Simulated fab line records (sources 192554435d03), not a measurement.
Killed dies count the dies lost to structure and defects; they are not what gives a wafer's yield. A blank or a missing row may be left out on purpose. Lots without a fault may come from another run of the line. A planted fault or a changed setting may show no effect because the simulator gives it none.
Matching of chambers | flow n5-finfet | N5_BEOL_M8_DEP_56 on pecvd-02: 3 sister chambers
The step deposits SiCN from 3MS/NH3, target thk 10 nm, time 17.5 s. 6 wafers are shown with their chamber, then 9 later ones without.

== WAFERS WITH THEIR CHAMBER ==
wafer  | chamber | throttle-valve-pct (%) | showerhead-plenum-p-Torr (Torr)
L080.1 | 1       | 9.3                    | 3.654
L082.1 | 1       | 9.8                    | 3.648
L082.4 | 2       | 8.4                    | 3.644
L088.2 | 2       | 8.3                    | 3.648
L088.3 | 0       | 10.1                   | 3.648
L088.5 | 0       | 9.8                    | 3.645

== WAFERS WITHOUT THEIR CHAMBER ==
wafer  | throttle-valve-pct (%) | showerhead-plenum-p-Torr (Torr)
L089.2 | 9.5                    | 3.647
L089.3 | 8.4                    | 3.646
L089.6 | 9.4                    | 3.662
L095.1 | 9.6                    | 3.648
L095.3 | 8.3                    | 3.645
L095.4 | 9.4                    | 3.647
L097.1 | 9.9                    | 3.655
L097.4 | 10.0                   | 3.651
L097.5 | 8.4                    | 3.638

== EACH ONE'S CHAMBER ==
wafer  | from the rows above     | in truth
L089.2 | can't be placed: 1 or 0 | 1
L089.3 | 2                       | 2
L089.6 | can't be placed: 1 or 0 | 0
L095.1 | can't be placed: 1 or 0 | 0
L095.3 | 2                       | 2
L095.4 | can't be placed: 1 or 0 | 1
L097.1 | can't be placed: 1 or 0 | 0
L097.4 | can't be placed: 0 or 1 | 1
L097.5 | 2                       | 2
3 of 9 placed correctly. Unplaceable from these rows: 6, with the true chamber sitting among the candidates in 6. Placed wrongly: 0.
How it was worked out, from the rows above alone: a wafer's distance from a chamber is the root of the sum, over the readings, of the square of ((its reading less the chamber's mean) divided by the reading's scatter). If the next closest chamber is less than 2 further off than the closest, the wafer can't be placed; otherwise it belongs to the closest. A chamber's mean is the mean of its shown wafers. The scatter: take each reading less its chamber's mean, square it, sum over the shown wafers, divide by the number of wafers less the number of chambers, and take the root.
